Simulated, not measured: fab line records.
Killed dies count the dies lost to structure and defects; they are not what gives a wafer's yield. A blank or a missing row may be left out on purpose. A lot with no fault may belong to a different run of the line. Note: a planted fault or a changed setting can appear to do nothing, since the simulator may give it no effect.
fab line records	flow n5-finfet
record lots=9	wafers=25	last-day=18
route steps=1938 shown BEOL_M0_SAQP@653 BEOL_M4@1111 PASSIVATION@1936
lots untouched by any fault: they come from a run of this same line in which no faults occurred
start-h: the number of hours between the record's first day and the start of the first shown wafer of the lot	wait-h: hours since the lot's step before	" identical to the entry in the row above	L1.1+2: a row that stands for several wafers	- no value present, or no start provided	* or withheld: withheld	< > ~ a bound
route shown NAME@n: names a module that has steps shown in the file, with the first one's number in the route	usual: mean and standard deviation over wafers with no fault	same: alike in all rows	chamber/n: place in a boat	sites: the reading at each site	_std_site: how widely they spread, as a standard deviation	_edge_site: the outer-site mean with the inner-site mean subtracted	radius-mm: for every site, how far away it sits from the centre of the wafer	mask NAME#n: copy n	behind: the tool/chamber that last shaped the wafer	hold: cause of the lot's hold/its duration in hours/its outcome	device: the n, p or np transistor that did not switch	end of line: the route-end tests of the same wafers	a step with no rows: only its recipe	killed: dies lost to structure and defects at the first sort, not the wafer's yield	map: a wafer's dies, x killed, . not, _ none there
set.NAME: the setting as run; set.NAME@STEP: as run at that earlier step	model.NAME: the simulator's own value behind a step, which no gauge read
steps of the route over a sample of lots; a table a step, a row a wafer
services: when a tool's chamber went out of use (start-h, in hours from the record's first day, below 0 if earlier), for how many hours, and the reason
## steps
# step N5_BEOL_M0_SAQP_ETCH_83
# recipe chemistry=CF4	target=SiARC	target-depth-a=390	mask-material=CAR-ArF	time-s=65	ion-energy-ev=80	pressure-mtorr=40	source-w=545	bias-w=36	Ar_flow_sccm=100	cf4-flow-sccm=100	ends=cleared
# usual bias-w=35.98/0.1	drypump-motor-current-A=5.9/0.33	etch-rf-on-time-s=65.4/2.4	oes-product-au=0.66/0.079	rf-vpp-V=183.6/1.3	showerhead-plenum-p-Torr=2.11/0.079	throttle-valve-pct=15.58/0.2
lot.wafer	tool	chamber	start-h	wait-h	bias-w	drypump-motor-current-A	etch-rf-on-time-s	oes-product-au	rf-hours-counter-h	rf-vpp-V	showerhead-plenum-p-Torr	throttle-valve-pct
L652.5	rie-diel-06	3	126.22	0.0	36.01	6.0	64.4	0.68	-	181.8	2.09	15.69
L652.6	"	2	"	"	35.89	5.9	67.2	0.58	-	182.7	2.20	15.70
L653.2	rie-diel-03	2	137.59	0.0	35.92	6.5	63.8	0.60	239	183.9	2.12	15.59
L653.4	"	0	"	"	36.10	5.8	60.6	0.80	21	184.2	2.19	15.68
L653.5	"	1	"	"	35.92	5.6	62.4	0.65	-	181.8	2.06	15.87
L654.1	rie-diel-06	0	140.98	0.0	35.92	5.5	64.7	0.61	218	182.8	2.04	15.76
L654.2	"	2	"	"	35.95	5.9	66.6	0.58	233	183.5	2.20	15.71
L654.3	"	3	"	"	35.97	6.0	63.5	0.67	114	184.1	2.09	15.68
L656.2	rie-diel-04	2	154.92	0.0	35.84	6.0	67.4	0.59	241	184.7	2.20	15.95
L656.3	"	3	"	"	35.84	5.6	65.4	0.69	106	181.8	2.00	15.30
L656.5	"	2	"	"	36.05	6.1	67.9	0.59	-	185.0	2.20	15.94
L665.2	rie-diel-03	2	208.17	0.0	35.86	6.6	63.9	0.85	0	184.2	2.12	15.13
L665.3	"	0	"	"	35.99	5.8	62.2	0.75	43	184.4	2.19	15.73
L668.2	rie-diel-03	2	226.95	0.0	35.94	6.6	64.3	0.81	8	183.1	2.11	15.16
L668.4	"	0	"	"	35.96	5.8	62.2	0.74	-	185.7	2.18	15.76
L668.6	"	1	"	"	35.88	5.6	63.6	0.63	-	184.4	2.05	15.94
L670.1	rie-diel-03	2	232.20	0.0	35.92	6.6	63.9	0.82	9	184.2	2.11	15.15
L670.4	"	1	"	"	35.81	5.6	63.2	0.62	205	182.9	2.05	15.93
L670.6	"	3	"	"	36.00	5.5	66.1	0.58	-	182.5	2.03	15.57
L671.1	rie-diel-04	0	246.52	0.0	36.31	5.4	64.3	0.63	187	182.9	2.04	15.50
L671.4	"	2	"	"	35.94	6.0	66.2	0.78	12	185.3	2.19	15.49
L671.6	"	3	"	"	35.92	5.7	64.6	0.66	-	182.8	1.99	15.37
L672.2	rie-diel-04	2	253.93	0.0	36.06	6.1	66.9	0.77	15	185.2	2.19	15.49
L672.5	"	1	"	"	36.19	6.2	71.0	0.60	-	185.6	2.21	15.55
L672.6	"	3	"	"	35.91	5.6	64.8	0.66	-	181.8	1.98	15.37
# step N5_BEOL_M0_SAQP_MANDREL_ETCH_20
# recipe target-depth-a=600	chemistry=HBr/Cl2	target=a-Si	stop-on=SiNx	bt-time-s=10	mask-material=SOC	over-etch-frac=0.5	time-s=30	pressure-mtorr=10	icp-w=800	bias-w=75	HBr_flow_sccm=150	Cl2_flow_sccm=80	ends=end-point
# usual bias-w=75.00/0.24	drypump-motor-current-A=6.0/0.49	oes-product-au=0.784/0.014	over-etch-frac=0.5/0	throttle-valve-pct=35.6/0.4
lot.wafer	tool	chamber	start-h	wait-h	bias-w	drypump-motor-current-A	oes-product-au	over-etch-frac	rf-hours-counter-h	throttle-valve-pct
L652.5	rie-si-06	0	126.47	0.1	75.34	6.3	0.781	0.5	-	35.3
L652.6	"	3	"	"	75.07	5.0	0.810	0.5	-	35.1
L653.2	rie-si-06	0	137.83	0.0	75.08	6.4	0.781	0.5	146	35.3
L653.4	"	3	"	"	75.07	5.0	0.814	0.5	5	35.1
L653.5	"	1	"	"	75.00	6.0	0.792	0.5	-	35.0
L654.1	rie-si-06	2	141.22	0.0	75.35	5.8	0.776	0.51043	91	35.3
L654.2	"	0	"	"	75.06	6.4	0.779	0.51043	146	35.3
L654.3	"	1	"	"	75.01	6.0	0.766	0.51043	130	35.0
L656.2	rie-si-06	3	155.16	0.0	74.97	5.0	0.785	0.51043	6	35.1
L656.3	"	2	"	"	74.62	5.7	0.773	0.51043	91	35.3
L656.5	"	0	"	"	74.66	6.4	0.792	0.51043	-	35.3
L665.2	rie-si-04	0	208.41	0.0	74.89	5.5	0.762	0.5	88	36.6
L665.3	"	1	"	"	74.72	5.7	0.778	0.5	182	36.3
L668.2	rie-si-01	1	227.19	0.0	75.11	6.7	0.788	0.5	148	35.6
L668.4	"	2	"	"	74.82	6.0	0.776	0.5	10	35.9
L668.6	"	1	"	"	74.93	6.6	0.793	0.5	-	35.6
L670.1	rie-si-06	2	232.44	0.0	75.43	5.7	0.777	0.5	93	35.3
L670.4	"	2	"	"	74.78	5.7	0.788	0.5	-	35.2
L670.6	"	3	"	"	75.28	5.0	0.809	0.5	-	35.1
L671.1	rie-si-01	3	246.76	0.0	75.04	6.4	0.795	0.5	130	35.6
L671.4	"	2	"	"	75.08	6.0	0.755	0.5	11	35.9
L671.6	"	3	"	"	75.34	6.4	0.798	0.5	-	35.6
L672.2	rie-si-01	1	254.17	0.0	75.15	6.7	0.802	0.5	149	35.6
L672.5	"	2	"	"	74.79	6.0	0.758	0.5	-	35.9
L672.6	"	3	"	"	75.19	6.4	0.808	0.5	-	35.5
# step N5_BEOL_M0_SAQP_ETCH_102
# recipe chemistry=CF4	target=SiO2	target-depth-a=40	ion-energy-ev=350	time-s=4.4	pressure-mtorr=10	icp-w=800	bias-w=400	cf4-flow-sccm=80
# usual bias-w=399.9/1.2	drypump-motor-current-A=6.1/0.45	oes-product-au=1.010/0.02	throttle-valve-pct=21.83/0.24
lot.wafer	tool	chamber	start-h	wait-h	bias-w	drypump-motor-current-A	oes-product-au	rf-hours-counter-h	throttle-valve-pct
L652.5	rie-si-01	3	129.06	0.0	399.7	6.4	1.028	-	21.73
L652.6	"	0	"	"	399.8	6.3	1.013	-	21.71
L653.2	rie-si-06	3	139.63	0.1	401.5	5.0	1.044	5	21.44
L653.4	"	0	"	"	398.6	6.4	0.998	146	21.72
L653.5	"	0	"	"	400.4	6.4	0.998	-	21.73
L654.1	rie-si-01	2	142.65	0.1	399.7	6.0	1.003	9	21.80
L654.2	"	0	"	"	400.9	6.3	1.024	7	21.71
L654.3	"	1	"	"	402.0	6.6	1.001	147	21.95
L656.2	rie-si-01	0	156.59	0.1	400.9	6.3	1.023	8	21.71
L656.3	"	1	"	"	400.6	6.7	1.001	147	21.96
L656.5	"	2	"	"	399.4	6.1	0.997	-	21.81
L665.2	rie-si-04	0	211.13	0.1	400.0	5.5	1.035	88	22.48
L665.3	"	2	"	"	400.0	5.5	1.005	143	21.94
L668.2	rie-si-06	2	229.91	0.1	399.1	5.7	0.996	93	21.70
L668.4	"	0	"	"	399.6	6.4	1.001	-	21.75
L668.6	"	3	"	"	400.3	5.0	1.045	-	21.44
L670.1	rie-si-01	3	234.02	0.1	398.6	6.4	1.033	130	21.71
L670.4	"	0	"	"	399.4	6.3	1.014	9	21.72
L670.6	"	3	"	"	398.6	6.4	1.031	-	21.71
L671.1	rie-si-04	1	249.20	0.1	399.1	5.7	0.971	182	22.31
L671.4	"	2	"	"	400.8	5.6	0.996	143	21.93
L671.6	"	2	"	"	400.5	5.6	1.008	-	21.92
L672.2	rie-si-04	2	255.61	0.1	400.4	5.6	1.003	143	21.93
L672.5	"	2	"	"	400.4	5.6	1.005	-	21.95
L672.6	"	0	"	"	398.7	5.5	1.034	-	22.47
# step N5_BEOL_M0_SAQP_MANDREL_ETCH_103
# recipe chemistry=HBr/Cl2	target=a-Si	target-depth-a=450	bt-time-s=10	stop-on=SiCN	mask-material=SiO2	over-etch-frac=0.8	time-s=27	pressure-mtorr=10	icp-w=800	bias-w=75	HBr_flow_sccm=150	Cl2_flow_sccm=80	ends=end-point
# usual bias-w=74.99/0.22	drypump-motor-current-A=6.1/0.46	oes-product-au=0.688/0.013	over-etch-frac=0.8/0	throttle-valve-pct=35.6/0.38
lot.wafer	tool	chamber	start-h	wait-h	bias-w	drypump-motor-current-A	oes-product-au	over-etch-frac	rf-hours-counter-h	throttle-valve-pct
L652.5	rie-si-01	3	129.10	0.0	75.12	6.4	0.702	0.8	-	35.6
L652.6	"	0	"	"	74.89	6.3	0.698	0.8	-	35.5
L653.2	rie-si-06	3	139.66	0.0	75.39	5.0	0.709	0.8	5	35.1
L653.4	"	0	"	"	74.94	6.5	0.685	0.8	146	35.3
L653.5	"	0	"	"	75.20	6.4	0.694	0.8	-	35.2
L654.1	rie-si-01	2	142.68	0.0	75.27	6.0	0.661	0.8	9	35.9
L654.2	"	0	"	"	74.91	6.3	0.685	0.8	7	35.5
L654.3	"	1	"	"	74.49	6.7	0.692	0.8	147	35.6
L656.2	rie-si-01	0	156.62	0.0	74.54	6.3	0.686	0.8	8	35.5
L656.3	"	1	"	"	74.95	6.6	0.691	0.8	147	35.6
L656.5	"	2	"	"	75.06	6.0	0.690	0.8	-	35.9
L665.2	rie-si-04	0	211.16	0.0	75.27	5.5	0.672	0.8	89	36.6
L665.3	"	2	"	"	74.88	5.6	0.675	0.8	143	35.8
L668.2	rie-si-06	2	229.94	0.0	74.53	5.7	0.683	0.8	93	35.2
L668.4	"	0	"	"	74.92	6.4	0.703	0.8	-	35.2
L668.6	"	3	"	"	75.05	5.0	0.697	0.8	-	35.1
L670.1	rie-si-01	3	234.05	0.0	74.93	6.4	0.703	0.8	130	35.6
L670.4	"	0	"	"	74.72	6.3	0.692	0.8	9	35.5
L670.6	"	3	"	"	74.74	6.4	0.699	0.8	-	35.6
L671.1	rie-si-04	1	249.24	0.0	74.81	5.7	0.674	0.8	182	36.3
L671.4	"	2	"	"	75.01	5.5	0.682	0.8	143	35.8
L671.6	"	2	"	"	75.02	5.6	0.681	0.8	-	35.8
L672.2	rie-si-04	2	255.65	0.0	75.39	5.6	0.694	0.8	143	35.8
L672.5	"	2	"	"	75.16	5.6	0.691	0.8	-	35.8
L672.6	"	0	"	"	74.89	5.5	0.693	0.8	-	36.5
# step N5_BEOL_M4_RC_MEAS_101
# usual DIBL_N=37.4/2.1	DIBL_P=37.8/2.5	IOFF_N=0.19/0.045	IOFF_P=0.24/0.05	ION_N=682/16	ION_P=467/11	SS_N=71.9/0.67	SS_P=73.6/0.76	VT_N=247/3.6	VT_P=-248/3.6
lot.wafer	tool	chamber	start-h	wait-h	DIBL_N[mV/V]	DIBL_P[mV/V]	IOFF_N[nA/um]	IOFF_P[nA/um]	ION_N[uA/um]	ION_P[uA/um]	SS_N[mV/dec]	SS_P[mV/dec]	VT_N[mV]	VT_P[mV]
L652.5	prober-01	0	181.68	0.6	35.5	36.7	0.14	0.21	666	463	71.5	73.2	252	-252
L652.6	"	0	"	"	37.0	36.9	0.16	0.22	669	458	71.8	73.8	249	-249
L654.1	prober-02	0	191.10	0.0	38.9	39.8	0.23	0.29	704	477	73.0	74.0	242	-244
L654.2	"	0	"	"	35.4	36.1	0.16	0.22	665	459	72.0	73.6	245	-246
L654.3	"	0	"	"	33.9	34.6	0.13	0.20	682	477	71.7	72.8	250	-250
L653.2	prober-02	0	197.43	0.2	36.7	36.8	0.16	0.21	680	463	71.6	72.6	250	-251
L653.4	"	0	"	"	37.8	38.5	0.19	0.25	689	465	72.7	73.0	248	-250
L653.5	"	0	"	"	39.9	39.8	0.22	0.29	668	458	73.3	74.1	246	-246
L656.2	prober-02	0	215.91	0.2	38.6	38.7	0.20	0.21	692	458	72.2	74.4	246	-255
L656.3	"	0	"	"	36.3	36.8	0.16	0.19	667	448	72.1	73.4	246	-254
L656.5	"	0	"	"	38.6	39.7	0.21	0.24	699	467	72.4	74.1	245	-252
L665.2	prober-02	0	278.04	0.2	35.8	36.9	0.16	0.22	687	474	71.8	73.5	250	-250
L665.3	"	0	"	"	36.6	37.4	0.18	0.25	693	472	72.0	73.6	246	-247
L668.2	prober-01	0	292.49	0.2	35.8	34.2	0.13	0.18	677	471	70.6	72.6	252	-251
L668.4	"	0	"	"	36.1	33.9	0.14	0.19	681	471	70.8	72.5	251	-250
L668.6	"	0	"	"	38.4	36.6	0.16	0.22	673	465	71.3	73.1	252	-249
L670.1	prober-02	0	299.62	0.0	31.5	31.3	0.10	0.15	654	459	70.0	71.4	254	-254
L670.4	"	0	"	"	34.3	34.7	0.14	0.19	665	465	71.4	72.7	250	-248
L670.6	"	0	"	"	34.5	35.4	0.14	0.20	667	463	71.7	72.8	250	-251
L671.1	prober-01	0	315.96	0.0	36.1	36.7	0.15	0.20	659	448	71.9	72.8	251	-252
L671.4	"	0	"	"	35.7	36.4	0.15	0.21	656	452	71.4	73.3	248	-249
L671.6	"	0	"	"	35.1	36.8	0.14	0.21	673	461	72.2	73.0	250	-252
L672.2	prober-02	0	330.09	0.2	32.9	33.6	0.11	0.19	677	477	70.8	72.6	253	-247
L672.5	"	0	"	"	37.6	38.6	0.20	0.29	699	483	72.1	74.1	245	-245
L672.6	"	0	"	"	31.9	32.6	0.10	0.18	665	468	71.5	72.6	257	-248
# step N5_PASSIVATION_PROBE_49
# usual defect-limited-yield=90.9/1.6	killed_at_M0_to_M3=34/10	killed_at_M4_up=13/5.4	killed-at-contacts=13/6	killed-at-front-end=42/13	killed-at-other=4/3.2	killed-dies=107/18	killed-open=69/14	killed-short=35/7.7	sort_bin_5_function=5.3/1	sort_bin_6_memory=3.3/0.75	sort-n-pass=1073/19	sort-yield-pct=90.9/1.6
# same gross-dies=1180	killed-at-back-side=0	sort_bin_4_leakage[%]=0	sort_bin_8_speed[%]=0
lot.wafer	tool	chamber	start-h	wait-h	defect-limited-yield[%]	killed_at_M0_to_M3	killed_at_M4_up	killed-at-contacts	killed-at-front-end	killed-at-other	killed-dies	killed-open	killed-short	sort_bin_5_function[%]	sort_bin_6_memory[%]	sort-n-pass	sort-yield-pct[%]
L656.5	prober-02	-	315.78	0.2	90.8	29	7	15	55	3	109	77	30	6.1	3.0	1071	90.8
L665.3	prober-02	-	374.76	0.1	88.6	53	8	8	56	10	135	85	43	5.6	4.9	1045	88.6
# killed by level:class
L656.5 FIN_SAQP:geometric-particle:open=15 STI_FIN_REVEAL:geometric-particle:open=12 MOL_CONTACT_COAG:geometric-particle:open=11 FIN_SAQP:geometric-particle:short=9 BEOL_M2:geometric-particle:open=8 DUMMY_GATE:geometric-particle:open=6 BEOL_M1:geometric-particle:open=6 MOL_CONTACT_COAG:geometric-particle:short=4
L665.3 STI_FIN_REVEAL:geometric-particle:open=18 BEOL_M0_SAQP:geometric-particle:short=17 BEOL_M0_SAQP:geometric-particle:open=11 STI_FIN_REVEAL:geometric-particle:short=9 DUMMY_GATE:geometric-particle:open=9 BEOL_M3:geometric-particle:open=9 MOL_CONTACT_COAG:geometric-particle:open=7 HKMG_FIN:area-etch=6
## services
tool	chamber	start-h	hours	kind
rie-si-04	-	117.87	0.1	repair
rie-si-06	0	121.63	1.3	repair
rie-si-01	-	125.04	0.4	repair
rie-diel-04	-	136.74	2.8	pm
rie-diel-04	2	157.46	2.1	repair
rie-si-04	2	165.82	3.8	repair
rie-si-06	0	169.02	5.9	repair
rie-diel-03	2	175.53	-	clean
rie-diel-03	2	175.53	-	consumable-replace:focus-ring
rie-diel-03	2	175.53	31.8	scheduled-down
rie-diel-03	2	175.53	31.8	vent-cycle
rie-diel-06	2	178.37	10.6	repair
rie-si-06	1	196.96	37.9	repair
rie-diel-06	-	201.59	2.8	pm
rie-si-04	-	207.89	0.4	repair
rie-diel-04	0	209.83	5.8	repair
rie-si-06	3	210.34	3.1	repair
rie-si-04	-	222.84	1.8	repair
rie-diel-03	3	233.72	-	clean
rie-diel-04	0	250.43	17.9	repair
rie-si-04	3	251.54	-	clean
rie-si-04	3	251.54	15.5	scheduled-down
rie-si-04	3	251.54	15.5	vent-cycle
rie-si-06	-	252.91	0.4	repair
## key
first-sign step=N5_BEOL_M0_SAQP_MANDREL_ETCH_20	reading=over-etch-frac	direction=up	sigmas=99+	usual=0.5	struck=0.51043
effect none on later readings
met-at N5_BEOL_M0_SAQP_MANDREL_ETCH_20
struck-lots L654,L656
not-acting-at N5_BEOL_M0_SAQP_ETCH_83,N5_BEOL_M0_SAQP_ETCH_102,N5_BEOL_M0_SAQP_MANDREL_ETCH_103
onset-between 137.83 141.22
fault kind=process-parameter-drift	tool=rie-si-06	chamber=-	onset-h=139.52	steps=N5_BEOL_M0_SAQP_MANDREL_ETCH_20	channel=over-etch-frac	offset=0.01043	shape=step	end-h=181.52	acts-in=these-recipes-only	stated=0.5
